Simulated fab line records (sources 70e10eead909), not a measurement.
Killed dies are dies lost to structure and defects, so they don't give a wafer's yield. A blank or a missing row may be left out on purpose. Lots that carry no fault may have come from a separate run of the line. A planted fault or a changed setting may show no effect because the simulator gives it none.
Chamber matching -- flow nand-harc -- NHARC_P_GATE_ALD_36 on ald-sin-03 has 4 sister chambers
The step deposits SiNx, target thk 20 nm, pulse time 60 s, ald cycles 223. 4 wafers are shown with their chamber, then 8 later ones without.

## WAFERS, EACH WITH ITS CHAMBER
wafer,chamber,heater-power-w (W)
L084.6,0,897
L086.3,1,699
L086.4,2,945
L090.4,3,958

## WAFERS WITH NO CHAMBER GIVEN
wafer,heater-power-w (W)
L090.2,692
L090.1,949
L093.1,916
L093.4,944
L093.2,956
L096.2,980
L096.3,941
L096.6,885

## CHAMBER TAKEN BY EACH
wafer,from the rows above,in truth
L090.2,1,1
L090.1,can't be placed: 2 or 3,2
L093.1,can't be placed: 0 or 2 or 3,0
L093.4,can't be placed: 2 or 3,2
L093.2,can't be placed: 3 or 2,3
L096.2,can't be placed: 3 or 2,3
L096.3,can't be placed: 2 or 3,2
L096.6,0,0
Placed correctly: 2 of 8. These rows do not allow placing 6 (true chamber among the candidates in 6). Number placed wrongly: 0.
How it was worked out, from the rows above alone: a wafer's distance from a chamber is the root of the sum, over the readings, of the square of ((its reading less the chamber's mean) divided by the reading's scatter). If the next closest chamber is less than 2 further off than the closest, the wafer can't be placed; otherwise it belongs to the closest. Each chamber's mean is taken over the wafers shown for it. The scatter (one wafer shown for each chamber): square how far every hidden wafer sits from the nearest shown wafer, average those squares and take the square root.
